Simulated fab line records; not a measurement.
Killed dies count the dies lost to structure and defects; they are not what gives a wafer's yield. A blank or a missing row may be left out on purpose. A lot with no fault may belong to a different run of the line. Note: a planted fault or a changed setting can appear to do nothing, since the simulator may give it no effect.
Which tool did it? || flow n5-finfet || Sampling: 15 lots, 45 wafers, 6 of 1938 route steps

== WHAT THE GAUGES SHOWED, per wafer ==
N5_BEOL_M12_OVL_MEAS_11.
{"lot": "L709", "measured": "day 12 08:53", "on": "overlay-02", "V11_OVL (nm)": "-1 2 1"}
{"lot": "L710", "measured": "day 12 10:32", "on": "overlay-01", "V11_OVL (nm)": "-5 -12 -12"}
{"lot": "L711", "measured": "day 12 14:47", "on": "overlay-01", "V11_OVL (nm)": "-2 -4 -7"}
{"lot": "L712", "measured": "day 12 15:02", "on": "overlay-02", "V11_OVL (nm)": "-4 -6 -4"}
{"lot": "L713", "measured": "day 12 19:08", "on": "overlay-02", "V11_OVL (nm)": "0 3 -6"}
{"lot": "L721", "measured": "day 14 10:42", "on": "overlay-02", "V11_OVL (nm)": "-4 1 -5"}
{"lot": "L722", "measured": "day 15 09:48", "on": "overlay-01", "V11_OVL (nm)": "-5 2 0"}
{"lot": "L725", "measured": "day 15 14:49", "on": "overlay-01", "V11_OVL (nm)": "8 7 1"}
{"lot": "L723", "measured": "day 15 20:38", "on": "overlay-01", "V11_OVL (nm)": "-6 2 2"}
{"lot": "L724", "measured": "day 15 22:00", "on": "overlay-02", "V11_OVL (nm)": "-3 -2 6"}
{"lot": "L726", "measured": "day 16 04:48", "on": "overlay-02", "V11_OVL (nm)": "2 -6 1"}
{"lot": "L727", "measured": "day 16 08:35", "on": "overlay-01", "V11_OVL (nm)": "0 -3 -1"}
{"lot": "L728", "measured": "day 16 15:28", "on": "overlay-02", "V11_OVL (nm)": "-1 -1 2"}
{"lot": "L729", "measured": "day 17 09:10", "on": "overlay-02", "V11_OVL (nm)": "-5 8 3"}
{"lot": "L730", "measured": "day 17 18:05", "on": "overlay-02", "V11_OVL (nm)": "6 7 0"}

N5_BEOL_M12_INSPECT_12: inspects for defects (macro).
{"lot": "L709", "measured": "day 12 08:55", "on": "defect-inspect-01", "raw-defect-count": "4 3 1"}
{"lot": "L710", "measured": "day 12 10:34", "on": "defect-inspect-01", "raw-defect-count": "4 0 2"}
{"lot": "L711", "measured": "day 12 14:48", "on": "defect-inspect-02", "raw-defect-count": "2 3 4"}
{"lot": "L712", "measured": "day 12 15:04", "on": "defect-inspect-02", "raw-defect-count": "1 2 1"}
{"lot": "L713", "measured": "day 12 19:09", "on": "defect-inspect-02", "raw-defect-count": "1 2 2"}
{"lot": "L721", "measured": "day 14 10:44", "on": "defect-inspect-02", "raw-defect-count": "3 0 2"}
{"lot": "L722", "measured": "day 15 09:49", "on": "defect-inspect-01", "raw-defect-count": "4 4 3"}
{"lot": "L725", "measured": "day 15 14:50", "on": "defect-inspect-02", "raw-defect-count": "4 5 1"}
{"lot": "L723", "measured": "day 15 20:40", "on": "defect-inspect-02", "raw-defect-count": "2 5 1"}
{"lot": "L724", "measured": "day 15 22:01", "on": "defect-inspect-02", "raw-defect-count": "3 0 2"}
{"lot": "L726", "measured": "day 16 04:49", "on": "defect-inspect-01", "raw-defect-count": "1 1 1"}
{"lot": "L727", "measured": "day 16 08:37", "on": "defect-inspect-01", "raw-defect-count": "1 5 1"}
{"lot": "L728", "measured": "day 16 15:29", "on": "defect-inspect-01", "raw-defect-count": "3 1 2"}
{"lot": "L729", "measured": "day 17 09:11", "on": "defect-inspect-02", "raw-defect-count": "3 3 1"}
{"lot": "L730", "measured": "day 17 18:07", "on": "defect-inspect-01", "raw-defect-count": "3 4 2"}

N5_BEOL_M12_CD_MEAS_17: target cd 140 nm.
{"lot": "L709", "measured": "day 12 09:26", "on": "cd-sem-02", "cd-nm (nm)": "- - -"}
{"lot": "L710", "measured": "day 12 11:05", "on": "cd-sem-02", "cd-nm (nm)": "- - -"}
{"lot": "L711", "measured": "day 12 15:26", "on": "cd-sem-01", "cd-nm (nm)": "- - -"}
{"lot": "L712", "measured": "day 12 15:52", "on": "cd-sem-03", "cd-nm (nm)": "139.8 142.4 143.4"}
{"lot": "L713", "measured": "day 12 19:41", "on": "cd-sem-01", "cd-nm (nm)": "138.6 139.3 136.4"}
{"lot": "L721", "measured": "day 14 11:16", "on": "cd-sem-01", "cd-nm (nm)": "142.8 142.8 141.5"}
{"lot": "L722", "measured": "day 15 10:36", "on": "cd-sem-03", "cd-nm (nm)": "141.8 143.1 139.0"}
{"lot": "L725", "measured": "day 15 15:44", "on": "cd-sem-01", "cd-nm (nm)": "144.2 140.9 146.0"}
{"lot": "L723", "measured": "day 15 21:11", "on": "cd-sem-03", "cd-nm (nm)": "141.0 144.3 141.3"}
{"lot": "L724", "measured": "day 15 22:46", "on": "cd-sem-03", "cd-nm (nm)": "141.9 138.8 138.6"}
{"lot": "L726", "measured": "day 16 05:23", "on": "cd-sem-02", "cd-nm (nm)": "141.0 143.1 139.4"}
{"lot": "L727", "measured": "day 16 09:12", "on": "cd-sem-02", "cd-nm (nm)": "141.4 138.2 143.2"}
{"lot": "L728", "measured": "day 16 16:01", "on": "cd-sem-01", "cd-nm (nm)": "141.8 140.4 141.7"}
{"lot": "L729", "measured": "day 17 09:49", "on": "cd-sem-02", "cd-nm (nm)": "141.6 143.4 141.6"}
{"lot": "L730", "measured": "day 17 18:38", "on": "cd-sem-01", "cd-nm (nm)": "144.3 143.7 143.3"}

== WHAT TOOL EACH LOT RAN ON (gives the tool, then ch and the chambers of the sampled wafers, and finally the start) ==
{"lot": "L709", "N5_BEOL_M11_CMP_52": "cmp-01 ch 0,1,3, day 12 08:03", "N5_BEOL_M12_ILD_DEP_00": "pecvd-01 ch 0,1,2, day 12 08:28", "N5_BEOL_M12_VIA_ETCH_16": "rie-diel-06 ch 0,3, day 12 09:02"}
{"lot": "L710", "N5_BEOL_M11_CMP_52": "cmp-01 ch 1,2, day 12 09:25", "N5_BEOL_M12_ILD_DEP_00": "pecvd-02 ch 0,1, day 12 09:54", "N5_BEOL_M12_VIA_ETCH_16": "rie-diel-03 ch 1,2, day 12 10:41"}
{"lot": "L711", "N5_BEOL_M11_CMP_52": "cmp-01 ch 0,1,3, day 12 13:52", "N5_BEOL_M12_ILD_DEP_00": "pecvd-03 ch 1,2, day 12 14:19", "N5_BEOL_M12_VIA_ETCH_16": "rie-diel-06 ch 1,2, day 12 15:01"}
{"lot": "L712", "N5_BEOL_M11_CMP_52": "cmp-03 ch 1,2,3, day 12 13:55", "N5_BEOL_M12_ILD_DEP_00": "pecvd-01 ch 0,2, day 12 14:23", "N5_BEOL_M12_VIA_ETCH_16": "rie-diel-06 ch 0,2,3, day 12 15:17"}
{"lot": "L713", "N5_BEOL_M11_CMP_52": "cmp-03 ch 2,3, day 12 18:08", "N5_BEOL_M12_ILD_DEP_00": "pecvd-01 ch 1,2, day 12 18:37", "N5_BEOL_M12_VIA_ETCH_16": "rie-diel-01 ch 0,3, day 12 19:16"}
{"lot": "L721", "N5_BEOL_M11_CMP_52": "cmp-03 ch 0,2,3, day 14 09:42", "N5_BEOL_M12_ILD_DEP_00": "pecvd-02 ch 0,1,2, day 14 10:07", "N5_BEOL_M12_VIA_ETCH_16": "rie-diel-01 ch 0,1,3, day 14 10:51"}
{"lot": "L722", "N5_BEOL_M11_CMP_52": "cmp-02 ch 0,1,3, day 15 08:50", "N5_BEOL_M12_ILD_DEP_00": "pecvd-02 ch 0,1,2, day 15 09:13", "N5_BEOL_M12_VIA_ETCH_16": "rie-diel-01 ch 1,2, day 15 09:59"}
{"lot": "L725", "N5_BEOL_M11_CMP_52": "cmp-03 ch 0,1,2, day 15 13:52", "N5_BEOL_M12_ILD_DEP_00": "pecvd-02 ch 0,2, day 15 14:21", "N5_BEOL_M12_VIA_ETCH_16": "rie-diel-01 ch 1,2, day 15 15:05"}
{"lot": "L723", "N5_BEOL_M11_CMP_52": "cmp-01 ch 0,1,3, day 15 19:41", "N5_BEOL_M12_ILD_DEP_00": "pecvd-03 ch 0,1,2, day 15 20:10", "N5_BEOL_M12_VIA_ETCH_16": "rie-diel-03 ch 1,2,3, day 15 20:47"}
{"lot": "L724", "N5_BEOL_M11_CMP_52": "cmp-01 ch 1,2,3, day 15 21:03", "N5_BEOL_M12_ILD_DEP_00": "pecvd-03 ch 0,1,2, day 15 21:32", "N5_BEOL_M12_VIA_ETCH_16": "rie-diel-06 ch 1,2,3, day 15 22:22"}
{"lot": "L726", "N5_BEOL_M11_CMP_52": "cmp-02 ch 0,2,3, day 16 03:51", "N5_BEOL_M12_ILD_DEP_00": "pecvd-03 ch 0,2, day 16 04:20", "N5_BEOL_M12_VIA_ETCH_16": "rie-diel-03 ch 1,2,3, day 16 04:59"}
{"lot": "L727", "N5_BEOL_M11_CMP_52": "cmp-01 ch 1,2, day 16 07:31", "N5_BEOL_M12_ILD_DEP_00": "pecvd-03 ch 0,2, day 16 08:00", "N5_BEOL_M12_VIA_ETCH_16": "rie-diel-01 ch 1,2, day 16 08:47"}
{"lot": "L728", "N5_BEOL_M11_CMP_52": "cmp-01 ch 0,1,2, day 16 14:38", "N5_BEOL_M12_ILD_DEP_00": "pecvd-02 ch 1,2, day 16 15:00", "N5_BEOL_M12_VIA_ETCH_16": "rie-diel-03 ch 1,2, day 16 15:37"}
{"lot": "L729", "N5_BEOL_M11_CMP_52": "cmp-01 ch 0,2,3, day 17 08:06", "N5_BEOL_M12_ILD_DEP_00": "pecvd-02 ch 1,2, day 17 08:35", "N5_BEOL_M12_VIA_ETCH_16": "rie-diel-03 ch 0,1,3, day 17 09:24"}
{"lot": "L730", "N5_BEOL_M11_CMP_52": "cmp-01 ch 2,3, day 17 17:05", "N5_BEOL_M12_ILD_DEP_00": "pecvd-01 ch 0,2, day 17 17:34", "N5_BEOL_M12_VIA_ETCH_16": "rie-diel-06 ch 0,2, day 17 18:14"}
- N5_BEOL_M11_CMP_52: polishes, stops on SiCOH lowk, t overpolish 7 s, target thk 140 nm.
- N5_BEOL_M12_ILD_DEP_00: deposits SiOC from DEMS/O2, target thk 658.92 nm, time 130.7 s.
- N5_BEOL_M12_VIA_ETCH_16: etches SiOC in C4F8/O2/Ar, target depth 724.8 nm.

== AS READ BY THE TOOLS THEMSELVES (means over the sampled wafers that have a number; for cases with no such wafer, the mark the record gives instead) ==
N5_BEOL_M11_CMP_52.
{"lot": "L709", "tool": "cmp-01", "barrier-field-endpoint-s (s)": 28.2, "clearing-platen-rpm (rpm)": 49.998, "motor-current-A (A)": 5.5, "overpolish-run-s (s)": 6.986, "time-to-endpoint-s (s)": 63.0}
{"lot": "L710", "tool": "cmp-01", "barrier-field-endpoint-s (s)": 29.4, "clearing-platen-rpm (rpm)": 50.014, "motor-current-A (A)": 6.3, "overpolish-run-s (s)": 7.009, "time-to-endpoint-s (s)": 66.4}
{"lot": "L711", "tool": "cmp-01", "barrier-field-endpoint-s (s)": 29.2, "clearing-platen-rpm (rpm)": 49.983, "motor-current-A (A)": 5.6, "overpolish-run-s (s)": 7.002, "time-to-endpoint-s (s)": 66.3}
{"lot": "L712", "tool": "cmp-03", "barrier-field-endpoint-s (s)": 29.9, "clearing-platen-rpm (rpm)": 50.001, "motor-current-A (A)": 6.0, "overpolish-run-s (s)": 6.995, "time-to-endpoint-s (s)": 68.1}
{"lot": "L713", "tool": "cmp-03", "barrier-field-endpoint-s (s)": 27.9, "clearing-platen-rpm (rpm)": 50.008, "motor-current-A (A)": 5.7, "overpolish-run-s (s)": 7.009, "time-to-endpoint-s (s)": 64.6}
{"lot": "L721", "tool": "cmp-03", "barrier-field-endpoint-s (s)": 28.5, "clearing-platen-rpm (rpm)": 50.008, "motor-current-A (A)": 6.1, "overpolish-run-s (s)": 7.007, "time-to-endpoint-s (s)": 64.9}
{"lot": "L722", "tool": "cmp-02", "barrier-field-endpoint-s (s)": 27.8, "clearing-platen-rpm (rpm)": 49.951, "motor-current-A (A)": 6.6, "overpolish-run-s (s)": 6.995, "time-to-endpoint-s (s)": 62.0}
{"lot": "L725", "tool": "cmp-03", "barrier-field-endpoint-s (s)": 28.8, "clearing-platen-rpm (rpm)": 49.972, "motor-current-A (A)": 5.9, "overpolish-run-s (s)": 7.002, "time-to-endpoint-s (s)": 65.9}
{"lot": "L723", "tool": "cmp-01", "barrier-field-endpoint-s (s)": 29.3, "clearing-platen-rpm (rpm)": 49.996, "motor-current-A (A)": 5.5, "overpolish-run-s (s)": 7.003, "time-to-endpoint-s (s)": 69.8}
{"lot": "L724", "tool": "cmp-01", "barrier-field-endpoint-s (s)": 29.3, "clearing-platen-rpm (rpm)": 50.008, "motor-current-A (A)": 6.1, "overpolish-run-s (s)": 7.001, "time-to-endpoint-s (s)": 68.7}
{"lot": "L726", "tool": "cmp-02", "barrier-field-endpoint-s (s)": 28.4, "clearing-platen-rpm (rpm)": 49.981, "motor-current-A (A)": 5.9, "overpolish-run-s (s)": 7.010, "time-to-endpoint-s (s)": 64.6}
{"lot": "L727", "tool": "cmp-01", "barrier-field-endpoint-s (s)": 28.9, "clearing-platen-rpm (rpm)": 49.994, "motor-current-A (A)": 5.6, "overpolish-run-s (s)": 7.005, "time-to-endpoint-s (s)": 70.0}
{"lot": "L728", "tool": "cmp-01", "barrier-field-endpoint-s (s)": 28.6, "clearing-platen-rpm (rpm)": 49.998, "motor-current-A (A)": 5.8, "overpolish-run-s (s)": 7.004, "time-to-endpoint-s (s)": 63.9}
{"lot": "L729", "tool": "cmp-01", "barrier-field-endpoint-s (s)": 27.6, "clearing-platen-rpm (rpm)": 49.977, "motor-current-A (A)": 6.1, "overpolish-run-s (s)": 7.003, "time-to-endpoint-s (s)": 67.6}
{"lot": "L730", "tool": "cmp-01", "barrier-field-endpoint-s (s)": 29.3, "clearing-platen-rpm (rpm)": 49.983, "motor-current-A (A)": 6.4, "overpolish-run-s (s)": 6.999, "time-to-endpoint-s (s)": 68.1}

N5_BEOL_M12_ILD_DEP_00.
{"lot": "L709", "tool": "pecvd-01", "chamber-pressure-Torr (Torr)": "-", "heater-power-outer-w (W)": "-", "heater-power-w (W)": "-", "showerhead-plenum-p-Torr (Torr)": "-", "throttle-valve-pct (%)": "-"}
{"lot": "L710", "tool": "pecvd-02", "chamber-pressure-Torr (Torr)": "-", "heater-power-outer-w (W)": "-", "heater-power-w (W)": "-", "showerhead-plenum-p-Torr (Torr)": "-", "throttle-valve-pct (%)": "-"}
{"lot": "L711", "tool": "pecvd-03", "chamber-pressure-Torr (Torr)": "-", "heater-power-outer-w (W)": "-", "heater-power-w (W)": "-", "showerhead-plenum-p-Torr (Torr)": "-", "throttle-valve-pct (%)": "-"}
{"lot": "L712", "tool": "pecvd-01", "chamber-pressure-Torr (Torr)": 5.002, "heater-power-outer-w (W)": 333, "heater-power-w (W)": 612, "showerhead-plenum-p-Torr (Torr)": 5.696, "throttle-valve-pct (%)": 13.6}
{"lot": "L713", "tool": "pecvd-01", "chamber-pressure-Torr (Torr)": 5.004, "heater-power-outer-w (W)": 239, "heater-power-w (W)": 453, "showerhead-plenum-p-Torr (Torr)": 5.692, "throttle-valve-pct (%)": 11.8}
{"lot": "L721", "tool": "pecvd-02", "chamber-pressure-Torr (Torr)": 5.002, "heater-power-outer-w (W)": 224, "heater-power-w (W)": 453, "showerhead-plenum-p-Torr (Torr)": 5.700, "throttle-valve-pct (%)": 12.1}
{"lot": "L722", "tool": "pecvd-02", "chamber-pressure-Torr (Torr)": 5.006, "heater-power-outer-w (W)": 217, "heater-power-w (W)": 451, "showerhead-plenum-p-Torr (Torr)": 5.704, "throttle-valve-pct (%)": 12.1}
{"lot": "L725", "tool": "pecvd-02", "chamber-pressure-Torr (Torr)": 5.013, "heater-power-outer-w (W)": 242, "heater-power-w (W)": 478, "showerhead-plenum-p-Torr (Torr)": 5.704, "throttle-valve-pct (%)": 11.7}
{"lot": "L723", "tool": "pecvd-03", "chamber-pressure-Torr (Torr)": 4.997, "heater-power-outer-w (W)": 288, "heater-power-w (W)": 539, "showerhead-plenum-p-Torr (Torr)": 5.691, "throttle-valve-pct (%)": 12.5}
{"lot": "L724", "tool": "pecvd-03", "chamber-pressure-Torr (Torr)": 5.000, "heater-power-outer-w (W)": 306, "heater-power-w (W)": 549, "showerhead-plenum-p-Torr (Torr)": 5.696, "throttle-valve-pct (%)": 12.2}
{"lot": "L726", "tool": "pecvd-03", "chamber-pressure-Torr (Torr)": 5.014, "heater-power-outer-w (W)": 312, "heater-power-w (W)": 580, "showerhead-plenum-p-Torr (Torr)": 5.707, "throttle-valve-pct (%)": 12.4}
{"lot": "L727", "tool": "pecvd-03", "chamber-pressure-Torr (Torr)": 5.000, "heater-power-outer-w (W)": 272, "heater-power-w (W)": 537, "showerhead-plenum-p-Torr (Torr)": 5.709, "throttle-valve-pct (%)": 12.4}
{"lot": "L728", "tool": "pecvd-02", "chamber-pressure-Torr (Torr)": 4.998, "heater-power-outer-w (W)": 249, "heater-power-w (W)": 469, "showerhead-plenum-p-Torr (Torr)": 5.696, "throttle-valve-pct (%)": 11.8}
{"lot": "L729", "tool": "pecvd-02", "chamber-pressure-Torr (Torr)": 4.993, "heater-power-outer-w (W)": 223, "heater-power-w (W)": 441, "showerhead-plenum-p-Torr (Torr)": 5.700, "throttle-valve-pct (%)": 12.3}
{"lot": "L730", "tool": "pecvd-01", "chamber-pressure-Torr (Torr)": 4.997, "heater-power-outer-w (W)": 283, "heater-power-w (W)": 517, "showerhead-plenum-p-Torr (Torr)": 5.695, "throttle-valve-pct (%)": 12.8}

N5_BEOL_M12_VIA_ETCH_16.
{"lot": "L709", "tool": "rie-diel-06", "drypump-motor-current-A (A)": 6.2, "oes-product-au (a.u.)": 0.29, "rf-vpp-V (V)": 661, "showerhead-plenum-p-Torr (Torr)": 3.30, "throttle-valve-pct (%)": 24.20}
{"lot": "L710", "tool": "rie-diel-03", "drypump-motor-current-A (A)": 5.7, "oes-product-au (a.u.)": 0.34, "rf-vpp-V (V)": 670, "showerhead-plenum-p-Torr (Torr)": 3.55, "throttle-valve-pct (%)": 24.25}
{"lot": "L711", "tool": "rie-diel-06", "drypump-motor-current-A (A)": 5.5, "oes-product-au (a.u.)": 0.33, "rf-vpp-V (V)": 665, "showerhead-plenum-p-Torr (Torr)": 3.36, "throttle-valve-pct (%)": 23.64}
{"lot": "L712", "tool": "rie-diel-06", "drypump-motor-current-A (A)": 5.8, "oes-product-au (a.u.)": 0.74, "rf-vpp-V (V)": 664, "showerhead-plenum-p-Torr (Torr)": 3.36, "throttle-valve-pct (%)": 24.25}
{"lot": "L713", "tool": "rie-diel-01", "drypump-motor-current-A (A)": 5.5, "oes-product-au (a.u.)": 0.64, "rf-vpp-V (V)": 668, "showerhead-plenum-p-Torr (Torr)": 3.47, "throttle-valve-pct (%)": 24.23}
{"lot": "L721", "tool": "rie-diel-01", "drypump-motor-current-A (A)": 5.5, "oes-product-au (a.u.)": 0.71, "rf-vpp-V (V)": 668, "showerhead-plenum-p-Torr (Torr)": 3.50, "throttle-valve-pct (%)": 24.32}
{"lot": "L722", "tool": "rie-diel-01", "drypump-motor-current-A (A)": 5.6, "oes-product-au (a.u.)": 0.84, "rf-vpp-V (V)": 666, "showerhead-plenum-p-Torr (Torr)": 3.45, "throttle-valve-pct (%)": 24.17}
{"lot": "L725", "tool": "rie-diel-01", "drypump-motor-current-A (A)": 5.5, "oes-product-au (a.u.)": 0.83, "rf-vpp-V (V)": 669, "showerhead-plenum-p-Torr (Torr)": 3.53, "throttle-valve-pct (%)": 24.32}
{"lot": "L723", "tool": "rie-diel-03", "drypump-motor-current-A (A)": 6.0, "oes-product-au (a.u.)": 0.74, "rf-vpp-V (V)": 669, "showerhead-plenum-p-Torr (Torr)": 3.55, "throttle-valve-pct (%)": 24.30}
{"lot": "L724", "tool": "rie-diel-06", "drypump-motor-current-A (A)": 5.4, "oes-product-au (a.u.)": 0.75, "rf-vpp-V (V)": 663, "showerhead-plenum-p-Torr (Torr)": 3.35, "throttle-valve-pct (%)": 24.10}
{"lot": "L726", "tool": "rie-diel-03", "drypump-motor-current-A (A)": 6.0, "oes-product-au (a.u.)": 0.74, "rf-vpp-V (V)": 669, "showerhead-plenum-p-Torr (Torr)": 3.55, "throttle-valve-pct (%)": 24.30}
{"lot": "L727", "tool": "rie-diel-01", "drypump-motor-current-A (A)": 5.7, "oes-product-au (a.u.)": 0.81, "rf-vpp-V (V)": 665, "showerhead-plenum-p-Torr (Torr)": 3.44, "throttle-valve-pct (%)": 24.17}
{"lot": "L728", "tool": "rie-diel-03", "drypump-motor-current-A (A)": 5.7, "oes-product-au (a.u.)": 0.78, "rf-vpp-V (V)": 668, "showerhead-plenum-p-Torr (Torr)": 3.53, "throttle-valve-pct (%)": 24.42}
{"lot": "L729", "tool": "rie-diel-03", "drypump-motor-current-A (A)": 5.9, "oes-product-au (a.u.)": 0.78, "rf-vpp-V (V)": 669, "showerhead-plenum-p-Torr (Torr)": 3.56, "throttle-valve-pct (%)": 24.19}
{"lot": "L730", "tool": "rie-diel-06", "drypump-motor-current-A (A)": 5.7, "oes-product-au (a.u.)": 0.72, "rf-vpp-V (V)": 664, "showerhead-plenum-p-Torr (Torr)": 3.38, "throttle-valve-pct (%)": 24.10}

== THE ANSWER, worked out from the rows above alone ==
Rule: what is usual is taken from the lots themselves. Put in order of their means at a reading, lots are off if they are a third of the lots or fewer, leave a main group of 4 or more, and stand apart from it by a gap of 3 or more times the standard deviation of the main group's means; of several such gaps the widest counts. A main group is skipped when, at the precision printed for the reading in the tables above, its means are all equal. Also off: a lot with no number at a reading for which 4 or more lots have one. Any other lot the step has rows for is counted as sound. Order of review: gauges by route order, followed by the tools' own readings, for which a lot's mean as printed above is used. The first step at which some lot is off is used, and at that step the reading that is off furthest; a lot without a number counts as furthest.
Off: L709, L710, L711 (N5_BEOL_M12_CD_MEAS_17, cd-nm). Without a number there: L709, L710, L711. Mean 141.6 nm and standard deviation 1.5 in the main group.
A tool fits if, at a process step before that reading, it ran every lot that is off, and no sound lot after the first of them. Not tried: the gauges at N5_BEOL_M12_CD_MEAS_17; whatever is off there is also off at N5_BEOL_M12_ILD_DEP_00, on other tools, and gauge error can't account for it. Not one of the candidates tried fits.

== WHAT WAS PUT IN BY THE SIMULATOR ==
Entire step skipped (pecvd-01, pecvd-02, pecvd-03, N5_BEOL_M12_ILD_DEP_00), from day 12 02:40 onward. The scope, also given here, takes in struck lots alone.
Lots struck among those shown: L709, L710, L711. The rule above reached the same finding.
